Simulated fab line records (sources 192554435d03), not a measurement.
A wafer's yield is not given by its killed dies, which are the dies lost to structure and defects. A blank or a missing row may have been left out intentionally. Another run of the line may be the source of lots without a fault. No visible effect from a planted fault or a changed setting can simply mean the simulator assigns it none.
fab line records ; flow n5-finfet
record: lots: 4; wafers: 12; last-day: 16
route steps=1938 shown BEOL_M4@1059 PASSIVATION@1936
lots that met no fault: taken from a fault-free run of the same line
start-h: start of the lot's first displayed wafer, in hours after the record's first day ; wait-h: hours from the lot's prior step to this one ; " same as the row above ; L1.1+2: a single row standing in for several wafers ; - no value present, or no start provided ; * or withheld: withheld ; < > ~ a bound
route shown NAME@n: a module of which the file shows steps, and the number in the route of the first ; usual: mean/standard deviation taken from wafers without a fault ; same: alike in all rows ; chamber/n: place in a boat ; sites: the reading at each site ; _std_site: their standard deviation ; _edge_site: inner sites' mean taken away from outer sites' mean ; radius-mm: how far each site lies from the wafer's centre ; mask NAME#n: copy n ; behind: the last tool/chamber to shape the wafer ; hold: why the lot was held/for how many hours/how that ended ; device: which transistor (n, p or np) failed to switch ; end of line: the same wafers' tests at the end of the route ; a step without rows: its recipe alone ; killed: count of dies lost to structure and defects at first sort (not the wafer's yield) ; map: a wafer's dies, marking killed ones x, the rest . and places with no die _
set.NAME: the run value of the setting; set.NAME@STEP: its run value at that earlier step ; model.NAME: the simulator's own value behind a step, which no gauge read
certain route steps with their lots: each step a table, each wafer a row
services: the hour from which a tool's chamber was out of use, counted from the record's first day as start-h (under 0 if before that day), plus the number of hours and why
== steps ==
step: N5_BEOL_M4_DESCUM_33
recipe: chemistry: O2; time-s: 7; source-power-w: 50; bias-power-w: 20; pressure-mtorr: 20; rf-frequency-hz: 2.712e+07; temp-c: 40; resist: CAR-EUV; o2-flow-sccm: 225
step: N5_BEOL_M4_ETCH_77
recipe: chemistry: N2/H2; target: underlayer; target-depth-a: 65; mask-material: CAR-EUV; time-s: 5.2; ion-energy-ev: 200; pressure-mtorr: 30; source-w: 840; bias-w: 150; n2-flow-sccm: 200; h2-flow-sccm: 200; ends: cleared
step: N5_BEOL_M4_ETCH_69
recipe: chemistry: CF4; target: SiARC; target-depth-a: 156; mask-material: CAR-EUV; time-s: 26; ion-energy-ev: 80; pressure-mtorr: 40; source-w: 545; bias-w: 36; Ar_flow_sccm: 100; cf4-flow-sccm: 100; ends: cleared
step: N5_BEOL_M4_ALD_98
recipe: material: SiO2; target-thk-a: 25; temp-c: 100; ald-precursor-family: BDEAS; ald-co-reactant: O2-plasma; pulse-time-s: 1; co-reactant-pulse-time-s: 1; purge-time-s: 2; co-reactant-purge-time-s: 2; ald-cycles: 17; pressure-torr: 2
step: N5_BEOL_M4_ETCHBACK_99
recipe: chemistry: CHF3; target: SiO2; target-depth-a: 50; time-s: 10.4; source-w: 215; bias-w: 47; Ar_flow_sccm: 200; CHF3_flow_sccm: 12; ion-energy-ev: 100; pressure-mtorr: 30
step: N5_BEOL_M4_ETCH_70
recipe: chemistry: N2/H2; target: SOC; target-depth-a: 800; overetch-a: 240; mask-material: SiARC; temp-c: 40; time-s: 130; ion-energy-ev: 200; pressure-mtorr: 30; source-w: 840; bias-w: 150; n2-flow-sccm: 200; h2-flow-sccm: 200
step: N5_BEOL_M4_STRIP_71
recipe: chemistry: N2/H2; temp-c: 40; n2-flow-sccm: 200; h2-flow-sccm: 200; rf-frequency-hz: 6e+07
step: N5_BEOL_M4_STRIP_78
recipe: chemistry: N2/H2; temp-c: 40; n2-flow-sccm: 200; h2-flow-sccm: 200; rf-frequency-hz: 6e+07
step: N5_BEOL_M4_VIA_ETCH_34
recipe: chemistry: C4F6/O2; target-depth-a: 694; mask-material: SOC; pressure-mtorr: 15; ion-energy-ev: 250; taper-deg: 4; time-s: 65.9; source-w: 350; bias-w: 170; Ar_flow_sccm: 300; C4F6_flow_sccm: 10; O2_flow_sccm: 10
step: N5_BEOL_M4_STRIP_83
recipe: chemistry: C4F6/O2; resist: SiARC; rf-frequency-hz: 6e+07
step: N5_BEOL_M4_STRIP_36
recipe: chemistry: N2/H2; power-w: 450; temp-c: 40; pressure-mtorr: 20; rf-frequency-hz: 6e+07; overash-fraction: 0.3; bias-power-w: 7; h2-frac: 0.5; n2-flow-sccm: 200; h2-flow-sccm: 200
step: N5_BEOL_M4_TRENCH_ETCH_37
recipe: chemistry: C4F6/O2; target-depth-a: 555.55; target: SiOC; time-s: 29.2; ion-energy-ev: 250; pressure-mtorr: 30; source-w: 355; bias-w: 185; Ar_flow_sccm: 300; C4F6_flow_sccm: 10; O2_flow_sccm: 10
usual: bias-w: 185.0/0.54; drypump-motor-current-A: 5.8/0.39; oes-product-au: 0.81/0.089; rf-vpp-V: 671/17; showerhead-plenum-p-Torr: 2.86/0.092; throttle-valve-pct: 20.78/0.12
lot.wafer;tool;chamber;start-h;wait-h;bias-w;drypump-motor-current-A;oes-product-au;rf-hours-counter-h;rf-vpp-V;showerhead-plenum-p-Torr;throttle-valve-pct;model.etch.depth-nm;model.BEOL_M4.feature-depth-nm
L508.3;rie-diel-02;3;233.41;-;185.2;6.3;0.69;220;685;2.93;20.65;54.21;54.2
L508.5;rie-diel-02;2;233.41;-;184.7;5.9;0.72;-;641;2.73;20.94;54.93;55
L508.6;rie-diel-02;0;233.41;-;185.3;5.9;0.85;-;683;2.88;20.76;56.38;56.4
L507.1;rie-diel-02;2;239.27;-;184.9;5.9;0.73;191;642;2.73;20.94;56.42;56.4
L507.2;rie-diel-02;3;239.27;-;184.7;6.3;0.69;225;685;2.93;20.65;55.19;55.2
L507.4;rie-diel-02;0;239.27;-;185.3;5.9;0.92;-;684;2.88;20.78;62.84;62.8
L510.3;rie-diel-02;0;257.36;-;185.0;5.9;0.90;83;685;2.88;20.78;61.76;61.8
L510.5;rie-diel-02;2;257.36;-;184.7;5.9;0.72;-;638;2.72;20.95;55.41;55.4
L510.6;rie-diel-02;3;257.36;-;186.3;6.3;0.69;-;685;2.93;20.67;54.38;54.4
L512.1;rie-diel-03;1;260.86;-;185.6;6.3;0.87;42;679;2.92;20.98;55.92;56
L512.2;rie-diel-03;3;260.86;-;185.5;6.1;0.81;85;689;2.86;20.79;54.71;54.8
L512.5;rie-diel-03;3;260.86;-;184.5;6.1;0.82;-;688;2.86;20.80;55.11;55.2
step: N5_BEOL_M4_ETCH_41
recipe: chemistry: CH3F/O2; target: SiCN; target-depth-a: 299; taper-deg: 2; time-s: 52.5; ion-energy-ev: 120; mask-material: TiN; pressure-mtorr: 30; source-w: 395; bias-w: 75; Ar_flow_sccm: 150; CH3F_flow_sccm: 30; O2_flow_sccm: 20
step: N5_BEOL_M4_STRIP_97
recipe: chemistry: N2/H2; time-s: 10; power-w: 450; temp-c: 40; pressure-mtorr: 20; rf-frequency-hz: 6e+07; bias-power-w: 7; n2-flow-sccm: 200; h2-flow-sccm: 200
step: N5_BEOL_M4_OCD_MEAS_38
usual: trench-depth-nm: 55.7/0.94
lot.wafer;tool;chamber;start-h;wait-h;trench-depth-nm
L508.3;ocd-02;-;233.56;-;54.0
L508.5;ocd-02;-;233.56;-;54.7
L508.6;ocd-02;-;233.56;-;56.3
L507.1;ocd-01;-;239.42;-;55.5
L507.2;ocd-01;-;239.42;-;54.9
L507.4;ocd-01;-;239.42;-;62.9
L510.3;ocd-01;-;257.51;-;61.8
L510.5;ocd-01;-;257.51;-;55.1
L510.6;ocd-01;-;257.51;-;54.4
L512.1;ocd-02;-;261.01;-;56.1
L512.2;ocd-02;-;261.01;-;54.9
L512.5;ocd-02;-;261.01;-;55.3
step: N5_BEOL_M4_HM_STRIP_39
recipe: chemistry: peroxide-tin-strip; material: TiN; target-depth-a: 250; temp-c: 50; time-s: 158
step: N5_BEOL_M4_SRD_40
recipe: time-s: 30; temp-c: 23; rinse-liquid: diw; dry: ipa-marangoni
step: N5_BEOL_M4_PRECLEAN_42
recipe: chemistry: residue-remover; time-s: 60; temp-c: 40
step: N5_BEOL_M4_SRD_43
recipe: time-s: 30; temp-c: 23; rinse-liquid: diw; dry: ipa-marangoni
step: N5_BEOL_M4_DEGAS_44
recipe: ambient: vacuum; temp-c: 250; time-s: 60
step: N5_BEOL_M4_PRE_CLEAN_45
recipe: gas: H2/He; time-s: 30; temp-c: 250
step: N5_BEOL_M4_ALD_84
recipe: material: TaN; target-thk-a: *; temp-c: 275; ald-precursor-family: PDMAT; ald-co-reactant: NH3; pressure-torr: 3; carrier-flow-sccm: 1500; pulse-time-s: 2; purge-time-s: 3; co-reactant-purge-time-s: 2; co-reactant-pulse-time-s: 3; ald-cycles: 30; precursor-vessel-temp-c: 75; precursor-vessel-pressure-torr: 26.25; precursor-vessel-carrier-sccm: 1000
step: N5_BEOL_M4_SURFACE_TREAT_85
recipe: gas: Ar; time-s: *; ion-energy-ev: *; ion-current-ma-cm2: 0.5; pressure-mtorr: *; ar-flow-sccm: 30
step: N5_BEOL_M4_CVD_47
recipe: material: Co; target-thk-a: 30; temp-c: withheld; precursor: CCTBA/H2; pressure-torr: 30; time-s: 223.8
step: N5_BEOL_M4_SPUTTER_48
recipe: material: Cu; target-thk-a: 45; temp-c: -20; chamber-pressure-pa: 0.07; power-w: withheld; time-s: 8.29
step: N5_BEOL_M4_ANNEAL_49
recipe: temp-c: 400; time-s: 240; ambient: vacuum
step: N5_BEOL_M4_SPUTTER_79
recipe: material: Cu; target-thk-a: 45; temp-c: -20; chamber-pressure-pa: 0.07; power-w: withheld; time-s: 8.29
step: N5_BEOL_M4_ANNEAL_80
recipe: temp-c: 400; time-s: 240; ambient: vacuum
step: N5_BEOL_M4_SPUTTER_81
recipe: material: Cu; target-thk-a: 45; temp-c: -20; chamber-pressure-pa: 0.07; power-w: withheld; time-s: 8.29
step: N5_BEOL_M4_ANNEAL_82
recipe: temp-c: 400; time-s: 240; ambient: vacuum
step: N5_BEOL_M4_SPUTTER_86
recipe: material: Cu; target-thk-a: 45; temp-c: -20; chamber-pressure-pa: 0.07; power-w: withheld; time-s: 8.29
step: N5_BEOL_M4_ANNEAL_87
recipe: temp-c: 400; time-s: 240; ambient: vacuum
step: N5_BEOL_M4_SPUTTER_88
recipe: material: Cu; target-thk-a: 45; temp-c: -20; chamber-pressure-pa: 0.07; power-w: withheld; time-s: 8.29
step: N5_BEOL_M4_ANNEAL_89
recipe: temp-c: 400; time-s: 240; ambient: vacuum
step: N5_BEOL_M4_SPUTTER_90
recipe: material: Cu; target-thk-a: 45; temp-c: -20; chamber-pressure-pa: 0.07; power-w: withheld; time-s: 8.29
step: N5_BEOL_M4_ANNEAL_91
recipe: temp-c: 400; time-s: 240; ambient: vacuum
step: N5_BEOL_M4_SPUTTER_92
recipe: material: Cu; target-thk-a: 45; temp-c: -20; chamber-pressure-pa: 0.07; power-w: withheld; time-s: 8.29
step: N5_BEOL_M4_ANNEAL_93
recipe: temp-c: 400; time-s: 240; ambient: vacuum
step: N5_BEOL_M4_SPUTTER_94
recipe: material: Cu; target-thk-a: 45; temp-c: -20; chamber-pressure-pa: 0.07; power-w: withheld; time-s: 8.29
step: N5_BEOL_M4_ANNEAL_95
recipe: temp-c: 400; time-s: 240; ambient: vacuum
step: N5_BEOL_M4_CMP_52
recipe: stop-on: SiOC; t-overpolish-s: 6.8; down-force-psi: 1; platen-rpm: 50; clearing-platen-down-force-psi: 1.5; clearing-platen-rpm: 50; post-cmp-clean: cu-alkaline; target-thk-nm: 40; clearing-platen-pad-velocity-m-s: 0.99484; pad-velocity-m-s: 0.99484
usual: barrier-field-endpoint-s: 24.7/0.66; motor-current-A: 5.8/0.55; overpolish-run-s: 6.798/0.0095; platen-rpm: 50.00/0.033; slurry-filter-dp-kPa: 13.52/0.12; slurry-flow-ml-min: 149.9/0.55; time-to-endpoint-s: 62.2/2.8
lot.wafer;tool;chamber;start-h;wait-h;barrier-field-endpoint-s;motor-current-A;overpolish-run-s;platen-rpm;slurry-filter-dp-kPa;slurry-flow-ml-min;time-to-endpoint-s;model.Cu_of_BEOL_M4_ECD_50.thk-nm
L508.3;cmp-01;2;237.40;0.2;24.6;6.4;6.812;49.97;13.49;149.6;65.0;39.8
L508.5;cmp-01;1;237.40;0.2;25.1;6.6;6.808;49.96;13.68;148.9;65.6;41
L508.6;cmp-01;2;237.40;0.2;24.9;6.1;6.790;49.97;13.42;150.2;63.6;41.4
L507.2;cmp-04;1;243.04;0.2;24.6;5.8;6.808;49.96;13.46;150.3;65.2;39
L507.1;cmp-04;2;243.04;0.2;23.5;6.0;6.806;50.02;13.59;149.8;58.2;40.2
L507.4;cmp-04;3;243.04;0.2;25.0;5.8;6.791;49.98;13.55;149.6;65.6;47.6
L510.3;cmp-01;3;261.39;0.3;25.4;5.2;6.812;49.99;13.35;150.0;64.7;48
L510.5;cmp-01;0;261.39;0.3;25.6;4.8;6.788;49.95;13.48;149.9;63.5;39.8
L510.6;cmp-01;1;261.39;0.3;25.6;6.4;6.789;49.96;13.55;149.7;64.0;41.4
L512.1;cmp-04;3;265.30;0.3;24.5;6.4;6.802;50.02;13.68;151.1;64.0;40.8
L512.2;cmp-04;1;265.30;0.3;24.7;5.8;6.805;49.99;13.58;149.8;62.3;41.2
L512.5;cmp-04;0;265.30;0.3;25.3;5.9;6.796;50.01;13.54;150.5;66.1;41.4
step: N5_BEOL_M4_THK_MEAS_53
recipe: thk-meas-gauge: xrf; reads: Cu_of_BEOL_M4_ECD_50
usual: M4_THK: 39.7/1.4
lot.wafer;tool;chamber;start-h;wait-h;M4_THK[nm]
L508.3;film-metro-01;-;237.65;-;38.9
L508.5;film-metro-01;-;237.65;-;40.2
L508.6;film-metro-01;-;237.65;-;40.4
L507.1;film-metro-02;-;243.30;-;39.9
L507.2;film-metro-02;-;243.30;-;38.6
L507.4;film-metro-02;-;243.30;-;47.5
L510.3;film-metro-01;-;261.57;-;47.3
L510.5;film-metro-01;-;261.57;-;39.5
L510.6;film-metro-01;-;261.57;-;41.0
L512.1;film-metro-01;-;265.59;-;40.3
L512.2;film-metro-01;-;265.59;-;40.9
L512.5;film-metro-01;-;265.59;-;40.9
step: N5_BEOL_M4_RS_MEAS_58
recipe: thk-meas-gauge: four-point-probe; reads: Co_of_BEOL_M4_CO_CAP_55+Cu_of_BEOL_M4_ECD_50+Co_of_BEOL_M4_CVD_47+TaN_of_BEOL_M4_ALD_84
usual: M4_RS: 0.666/0.028
lot.wafer;tool;chamber;start-h;wait-h;M4_RS[ohm/sq]
L508.3;film-metro-02;-;237.91;0.1;0.672
L508.5;film-metro-02;-;237.91;0.1;0.647
L508.6;film-metro-02;-;237.91;0.1;0.640
L507.1;film-metro-02;-;243.56;0.0;0.666
L507.2;film-metro-02;-;243.56;0.0;0.693
L507.4;film-metro-02;-;243.56;0.0;0.537
L510.3;film-metro-02;-;261.83;0.1;0.531
L510.5;film-metro-02;-;261.83;0.1;0.672
L510.6;film-metro-02;-;261.83;0.1;0.641
L512.1;film-metro-01;-;265.85;0.0;0.652
L512.2;film-metro-01;-;265.85;0.0;0.646
L512.5;film-metro-01;-;265.85;0.0;0.638
step: N5_BEOL_M4_RC_MEAS_101
usual: DIBL_N: 36.0/1.7; DIBL_P: 35.8/2; IOFF_N: 0.15/0.03; IOFF_P: 0.20/0.037; ION_N: 670/12; ION_P: 460/7.2; SS_N: 71.5/0.68; SS_P: 73.2/0.65; VT_N: 250/3.1; VT_P: -251/3.4
lot.wafer;tool;chamber;start-h;wait-h;DIBL_N[mV/V];DIBL_P[mV/V];IOFF_N[nA/um];IOFF_P[nA/um];ION_N[uA/um];ION_P[uA/um];SS_N[mV/dec];SS_P[mV/dec];VT_N[mV];VT_P[mV]
L508.3;prober-02;0;238.27;0.3;32.0;32.3;0.10;0.14;645;450;70.2;71.9;255;-254
L508.5;prober-02;0;238.27;0.3;35.3;35.9;0.14;0.20;657;455;71.6;72.8;252;-251
L508.6;prober-02;0;238.27;0.3;35.1;35.4;0.15;0.19;677;462;71.1;73.1;248;-253
L507.1;prober-01;0;243.61;0.0;38.3;37.8;0.17;0.24;676;469;72.2;74.1;251;-246
L507.2;prober-01;0;243.61;0.0;35.9;35.9;0.14;0.22;669;463;71.9;73.5;251;-247
L507.4;prober-01;0;243.61;0.0;36.1;33.7;0.13;0.18;646;451;71.4;72.9;254;-251
L510.3;prober-02;0;262.19;0.3;36.8;37.2;0.16;0.18;678;457;71.9;72.5;249;-254
L510.5;prober-02;0;262.19;0.3;36.6;38.0;0.16;0.21;671;464;72.1;73.4;251;-251
L510.6;prober-02;0;262.19;0.3;36.4;36.4;0.15;0.19;678;463;72.2;73.1;248;-251
L512.1;prober-01;0;265.91;0.0;35.6;35.1;0.14;0.18;663;456;71.6;72.6;254;-253
L512.2;prober-01;0;265.91;0.0;35.8;35.0;0.15;0.17;677;455;70.8;73.5;250;-254
L512.5;prober-01;0;265.91;0.0;34.4;33.4;0.13;0.16;659;453;70.7;72.2;253;-255
step: N5_PASSIVATION_PROBE_49
usual: defect-limited-yield: 91.4/1.5; killed_at_M0_to_M3: 32/9.8; killed_at_M4_up: 15/5.6; killed-at-contacts: 12/5.4; killed-at-front-end: 40/13; killed-at-other: 3.0/2.1; killed-dies: 102/17; killed-open: 67/13; killed-short: 32/7.1; sort_bin_5_function: 5.1/0.96; sort_bin_6_memory: 3.2/0.7; sort-n-pass: 1078/18; sort-yield-pct: 91.3/1.5
same: gross-dies: 1180; killed-at-back-side: 0; sort_bin_4_leakage[%]: 0; sort_bin_8_speed[%]: 0
lot.wafer;tool;chamber;start-h;wait-h;defect-limited-yield[%];killed_at_M0_to_M3;killed_at_M4_up;killed-at-contacts;killed-at-front-end;killed-at-other;killed-dies;killed-open;killed-short;sort_bin_5_function[%];sort_bin_6_memory[%];sort-n-pass;sort-yield-pct[%]
L507.1;prober-02;-;352.40;0.0;93.0;27;10;14;27;5;83;54;26;4.4;2.3;1097;93.0
L507.2;prober-02;-;352.45;0.1;93.9;30;10;10;22;0;72;45;23;3.4;2.5;1108;93.9
L507.4;prober-02;-;352.55;0.2;92.5;30;15;8;31;4;88;55;31;4.4;2.9;1092;92.5
L508.3;prober-01;-;352.58;0.1;91.6;38;6;9;40;6;99;51;41;4.0;3.9;1081;91.6
L508.5;prober-01;-;352.68;0.2;87.5;40;11;26;67;3;147;112;34;7.1;5.1;1033;87.5
L508.6;prober-01;-;352.73;0.3;87.7;56;17;14;54;4;145;100;44;7.5;4.4;1035;87.7
L512.1;prober-02;-;369.80;0.0;90.4;38;9;22;42;2;113;74;38;5.3;4.2;1067;90.4
killed by level:class
L507.1 MOL_CONTACT_COAG:geometric-particle:open=14 BEOL_M0_SAQP:geometric-particle:open=7 FIN_SAQP:geometric-particle:short=6 BEOL_M3:geometric-particle:open=6 STI_FIN_REVEAL:geometric-particle:open=4 FIN_SAQP:geometric-particle:open=3 STI_FIN_REVEAL:geometric-particle:short=3 GATE_CUT:geometric-particle:short=3
L507.2 BEOL_M0_SAQP:geometric-particle:short=10 MOL_CONTACT_COAG:geometric-particle:open=8 FIN_SAQP:geometric-particle:short=5 BEOL_M0_SAQP:geometric-particle:open=5 FIN_SAQP:geometric-particle:open=4 BEOL_M2:geometric-particle:open=4 BEOL_M3:geometric-particle:open=4 DUMMY_GATE:geometric-particle:open=3
L507.4 BEOL_M0_SAQP:geometric-particle:short=13 GATE_CUT:geometric-particle:open=7 STI_FIN_REVEAL:geometric-particle:open=5 BEOL_M3:geometric-particle:open=5 BEOL_M8:geometric-particle:open=5 GATE_CUT:geometric-particle:short=4 MOL_CONTACT_COAG:geometric-particle:open=4 ILD0:geometric-particle:short=3
L508.3 FIN_SAQP:geometric-particle:short=11 BEOL_M0_SAQP:geometric-particle:short=10 BEOL_M0_SAQP:geometric-particle:open=9 STI_FIN_REVEAL:geometric-particle:open=8 MOL_CONTACT_COAG:geometric-particle:open=6 HKMG_FIN:area-etch=5 BEOL_M0:geometric-particle:open=4 DUMMY_GATE:geometric-particle:open=3
L508.5 STI_FIN_REVEAL:geometric-particle:open=21 MOL_CONTACT_COAG:geometric-particle:open=21 FIN_SAQP:geometric-particle:open=20 FIN_SAQP:geometric-particle:short=9 BEOL_M3:geometric-particle:open=9 BEOL_M1:geometric-particle:open=7 BEOL_M0_SAQP:geometric-particle:short=6 MOL_CONTACT_COAG:geometric-particle:short=5
L508.6 STI_FIN_REVEAL:geometric-particle:open=16 BEOL_M2:geometric-particle:open=12 MOL_CONTACT_COAG:geometric-particle:open=11 BEOL_M3:geometric-particle:open=10 FIN_SAQP:geometric-particle:open=8 BEOL_M2:geometric-particle:short=8 BEOL_M0_SAQP:geometric-particle:short=7 BEOL_M0_SAQP:geometric-particle:open=7
L512.1 MOL_CONTACT_COAG:geometric-particle:open=18 STI_FIN_REVEAL:geometric-particle:open=14 BEOL_M0_SAQP:geometric-particle:open=11 BEOL_M0_SAQP:geometric-particle:short=11 FIN_SAQP:geometric-particle:short=10 BEOL_M1:geometric-particle:open=6 FIN_SAQP:geometric-particle:open=5 STARTING-WAFER:geometric-particle:open=4
== services ==
tool;chamber;start-h;hours;kind
cmp-04;-;210.91;1.6;repair
rie-diel-03;-;212.07;0.1;repair
cmp-01;-;216.91;1.5;repair
rie-diel-02;1;219.16;-;clean
rie-diel-02;1;219.16;-;consumable-replace:focus-ring
rie-diel-02;1;219.16;-;consumable-replace:showerhead
rie-diel-02;1;219.16;21.4;scheduled-down
rie-diel-02;1;219.16;21.4;vent-cycle
rie-diel-03;-;223.88;15.6;pm
cmp-04;-;235.93;5.2;pm
cmp-01;-;243.50;4.0;pm
cmp-04;-;243.75;1.7;repair
cmp-01;-;247.50;-;consumable-replace:conditioner
cmp-01;-;247.50;-;consumable-replace:pad
== key ==
first-sign: step: N5_BEOL_M4_OCD_MEAS_38; reading: trench-depth-nm; direction: up; sigmas: 7.1; usual: 55.7; struck: 62.4
effect: step: N5_BEOL_M4_THK_MEAS_53; reading: M4_THK; direction: up; sigmas: 5.6; usual: 39.7; struck: 47.4
effect: step: N5_BEOL_M4_RS_MEAS_58; reading: M4_RS; direction: down; sigmas: 4.6; usual: 0.666; struck: 0.534
model-effect: step: N5_BEOL_M4_TRENCH_ETCH_37; value: etch.depth-nm; without: 57.07; struck: 62.3
model-effect: step: N5_BEOL_M4_CMP_52; value: Cu_of_BEOL_M4_ECD_50.thk-nm; without: 42.5; struck: 47.8
met-at N5_BEOL_M4_TRENCH_ETCH_37
struck-wafers L507.4,L510.3
onset-between 233.41 239.27
fault: kind: process-parameter-drift; tool: rie-diel-02; chamber: 0; onset-h: 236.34; steps: N5_BEOL_M4_TRENCH_ETCH_37; channel: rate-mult; offset: 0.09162; shape: step; end-h: 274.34
